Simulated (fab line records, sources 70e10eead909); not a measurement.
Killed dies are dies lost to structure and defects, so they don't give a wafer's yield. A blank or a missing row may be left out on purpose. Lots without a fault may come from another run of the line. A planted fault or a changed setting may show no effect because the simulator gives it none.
Which tool did it? | flow nand_harc | 13 lots, 39 wafers sampled, at 6 steps of a route of 1302

WHAT THE GAUGES READ, wafer by wafer
NHARC_A_ONON_D1_THK_MEAS_18: measures by ellipsometry.
lot  | measured     | on            | thk_nm (nm)
L626 | day 8 11:32  | film_metro-02 | 1015 1017 1017
L627 | day 8 19:07  | film_metro-01 | 1012 1013 1011
L628 | day 9 11:01  | film_metro-02 | 997 998 998
L629 | day 9 11:01  | film_metro-02 | 997 997 998
L630 | day 10 03:21 | film_metro-02 | 1013 1014 1013
L631 | day 10 03:21 | film_metro-01 | 1000 999 1001
L633 | day 11 10:14 | film_metro-02 | 995 994 991
L635 | day 12 01:25 | film_metro-01 | 997 996 997
L640 | day 14 04:28 | film_metro-01 | 1000 1001 1000
L642 | day 14 22:37 | film_metro-01 | 991 994 993
L646 | day 16 20:22 | film_metro-01 | 995 997 994
L647 | day 16 20:22 | film_metro-01 | 995 996 996
L648 | day 17 12:05 | film_metro-02 | 982 982 981

NHARC_A_ONON_D1_THK_MEAS_27: measures by ellipsometry.
lot  | measured     | on            | thk_nm (nm)
L626 | day 8 13:14  | film_metro-02 | 1007 1007 1008
L627 | day 8 20:49  | film_metro-01 | 994 995 996
L628 | day 9 12:43  | film_metro-01 | 993 993 992
L629 | day 9 12:44  | film_metro-02 | 1004 1004 1002
L630 | day 10 05:03 | film_metro-02 | 990 989 990
L631 | day 10 05:04 | film_metro-01 | 986 988 987
L633 | day 11 11:56 | film_metro-01 | 992 990 991
L635 | day 12 03:07 | film_metro-01 | 1013 1015 1013
L640 | day 14 06:10 | film_metro-01 | 1525 1526 1526 1526 1525 1524
L642 | day 15 00:19 | film_metro-01 | 1546 1545 1545 1546 1544 1545
L646 | day 16 22:04 | film_metro-01 | 1005 1004 1004
L647 | day 16 22:04 | film_metro-01 | 1007 1004 1004
L648 | day 17 13:47 | film_metro-02 | 981 981 981

NHARC_A_ONON_D1_THK_MEAS_30: measures by ellipsometry.
lot  | measured     | on            | thk_nm (nm)
L626 | day 8 13:48  | film_metro-01 | 1000 1001 999
L627 | day 8 21:23  | film_metro-01 | 1002 1000 1001
L628 | day 9 13:17  | film_metro-02 | 1014 1015 1013
L629 | day 9 13:17  | film_metro-01 | 1022 1020 1022
L630 | day 10 05:37 | film_metro-02 | 986 989 986
L631 | day 10 05:37 | film_metro-01 | 989 990 990
L633 | day 11 12:31 | film_metro-02 | 996 996 997
L635 | day 12 03:41 | film_metro-01 | 986 986 985
L646 | day 16 22:38 | film_metro-01 | 999 1002 1000
L647 | day 16 22:38 | film_metro-01 | 1004 1005 1005
L648 | day 17 14:22 | film_metro-02 | 998 997 997

NHARC_END_SORT_01.
lot  | measured     | on        | defect_limited_yield (%) | killed_at_array | killed_at_other | killed_at_periphery | killed_dies | killed_open | killed_short
L626 | day 24 04:12 | prober-02 | 89 90 90                 | 69 64 65        | 3 1 2           | 1 1 4               | 73 66 71    | 6 3 2       | 1 2 1
L627 | day 25 09:34 | prober-02 | 96 97 96                 | 23 21 21        | 0 1 1           | 2 1 3               | 25 23 25    | 2 2 8       | 3 2 3
L628 | day 25 21:34 | prober-01 | 87 87 88                 | 81 82 78        | 4 5 2           | 0 2 2               | 85 89 82    | 5 6 3       | 5 3 2
L629 | day 26 07:46 | prober-01 | 96 96 95                 | 25 20 30        | 0 0 0           | 1 4 3               | 26 24 33    | 3 6 4       | 0 0 6
L630 | day 25 21:37 | prober-02 | 95 96 96                 | 29 26 22        | 1 0 1           | 2 2 1               | 32 28 24    | 7 2 1       | 2 1 1
L631 | day 26 16:01 | prober-02 | 89 87 88                 | 75 83 70        | 0 2 0           | 2 3 8               | 77 88 78    | 2 2 8       | 4 4 4
L633 | day 27 21:18 | prober-02 | 90 91 91                 | 56 57 56        | 0 0 0           | 9 7 4               | 65 64 60    | 6 4 2       | 1 4 1
L635 | day 28 15:27 | prober-02 | 87 87 89                 | 78 84 72        | 3 0 1           | 4 1 4               | 85 85 77    | 4 2 5       | 2 2 7
L646 | day 33 04:44 | prober-01 | 92 90 91                 | 53 62 57        | 2 1 0           | 2 2 2               | 57 65 59    | 3 7 3       | 2 1 0
L647 | day 33 21:05 | prober-01 | 93 92 92                 | 47 51 48        | 2 2 4           | 0 3 3               | 49 56 55    | 1 2 1       | 3 3 4
L648 | day 33 11:40 | prober-01 | 89 91 91                 | 70 60 54        | 0 1 1           | 4 3 6               | 74 64 61    | 2 7 0       | 1 1 0

WHICH TOOL RAN EACH LOT (tool, then ch and the chambers of the sampled wafers, then the start)
lot  | NHARC_A_ZERO_WELL_DESCUM_12        | NHARC_A_ONON_D1_DEP_25
L626 | rie_diel-11 ch 0,2,3, day 7 03:49  | pecvd_onon-02 ch 0, day 8 12:47
L627 | rie_diel-05 ch 0,2, day 7 09:05    | pecvd_onon-04 ch 0, day 8 20:19
L628 | rie_diel-11 ch 0,1, day 7 23:22    | pecvd_onon-03 ch 0, day 9 12:12
L629 | rie_diel-05 ch 0,2,3, day 8 01:16  | pecvd_onon-04 ch 0, day 9 12:23
L630 | rie_diel-11 ch 0,1,3, day 8 14:40  | pecvd_onon-03 ch 0, day 10 04:32
L631 | rie_diel-11 ch 1,2, day 8 20:58    | pecvd_onon-02 ch 0, day 10 04:36
L633 | rie_diel-11 ch 0,1,3, day 10 00:49 | pecvd_onon-04 ch 0, day 11 11:26
L635 | rie_diel-11 ch 1,3, day 10 18:45   | pecvd_onon-02 ch 0, day 12 02:40
L640 | rie_diel-11 ch 0,3, day 12 17:56   | pecvd_onon-02 ch 0, day 14 05:43
L642 | rie_diel-11 ch 1,2, day 13 13:17   | pecvd_onon-02 ch 0, day 14 23:55
L646 | rie_diel-05 ch 1,2,3, day 15 09:04 | pecvd_onon-04 ch 0, day 16 21:37
L647 | rie_diel-03 ch 0,2, day 15 09:39   | pecvd_onon-03 ch 0, day 16 21:40
L648 | rie_diel-03 ch 0,2, day 15 23:01   | pecvd_onon-04 ch 0, day 17 13:17
- NHARC_A_ZERO_WELL_DESCUM_12: chemistry O2, time 3 s.
- NHARC_A_ONON_D1_DEP_25: target thk 1000 nm.

WHAT THE TOOLS THEMSELVES READ (means of the sampled wafers that have a number; where no wafer has one, the mark that the record gives instead)
NHARC_A_ZERO_WELL_DESCUM_12.
lot  | tool        | chamber_pressure_mTorr (mTorr) | drypump_motor_current_A (A) | oes_product_au (a.u.) | rf_vpp_V (V) | showerhead_plenum_p_Torr (Torr) | throttle_valve_pct (%)
L626 | rie_diel-11 | 59.99                          | 6.2                         | 0.993                 | 57.7         | 1.88                            | 11.315
L627 | rie_diel-05 | 60.03                          | 5.6                         | 1.001                 | 57.7         | 1.90                            | 11.306
L628 | rie_diel-11 | 59.94                          | 6.0                         | 0.997                 | 58.3         | 1.87                            | 11.317
L629 | rie_diel-05 | 60.01                          | 5.4                         | 1.002                 | 57.8         | 1.89                            | 11.312
L630 | rie_diel-11 | 60.02                          | 6.1                         | 0.999                 | 57.1         | 1.88                            | 11.313
L631 | rie_diel-11 | 59.95                          | 5.9                         | 0.994                 | 57.6         | 1.87                            | 11.322
L633 | rie_diel-11 | 59.98                          | 6.1                         | 0.996                 | 57.3         | 1.88                            | 11.323
L635 | rie_diel-11 | 60.00                          | 6.0                         | 0.996                 | 56.3         | 1.88                            | 11.306
L640 | rie_diel-11 | 60.03                          | 6.3                         | 0.993                 | 57.5         | 1.89                            | 11.299
L642 | rie_diel-11 | 59.97                          | 6.0                         | 0.998                 | 58.1         | 1.87                            | 11.306
L646 | rie_diel-05 | 59.97                          | 5.4                         | 0.994                 | 58.0         | 1.93                            | 11.329
L647 | rie_diel-03 | 60.00                          | 5.6                         | 0.994                 | 59.0         | 1.95                            | 11.306
L648 | rie_diel-03 | 60.01                          | 5.9                         | 0.995                 | 57.2         | 1.89                            | 11.311

THE ANSWER, worked out from the rows above alone
Rule: what is usual is taken from the lots themselves. Put in order of their means at a reading, lots are off if they are a third of the lots or fewer, leave a main group of 4 or more, and stand apart from it by a gap of 3 or more times the standard deviation of the main group's means; of several such gaps the widest counts. A main group whose means are all the same, to the digits that the tables above print for the reading, isn't used. A lot without any number at a reading at which 4 lots or more have one is off too. The other lots that the step has rows for count as sound. The gauges are gone through in route order, then the tools' own readings, and for those a lot's mean is taken as printed above. The first step at which some lot is off is used, and at that step the reading that is off furthest; a lot without a number counts as furthest.
Off: L640, L642, at NHARC_A_ONON_D1_THK_MEAS_27 (thk_nm). The main group: mean 997 nm, standard deviation 9.6.
A tool fits if, at a process step before that reading, it ran every lot that is off, and no sound lot after the first of them. The gauges at NHARC_A_ONON_D1_THK_MEAS_27 are tried like those tools. Can't be told from this: 2 tools fit, rie_diel-11 at NHARC_A_ZERO_WELL_DESCUM_12, pecvd_onon-02 at NHARC_A_ONON_D1_DEP_25.

WHAT THE SIMULATOR HAD PUT IN
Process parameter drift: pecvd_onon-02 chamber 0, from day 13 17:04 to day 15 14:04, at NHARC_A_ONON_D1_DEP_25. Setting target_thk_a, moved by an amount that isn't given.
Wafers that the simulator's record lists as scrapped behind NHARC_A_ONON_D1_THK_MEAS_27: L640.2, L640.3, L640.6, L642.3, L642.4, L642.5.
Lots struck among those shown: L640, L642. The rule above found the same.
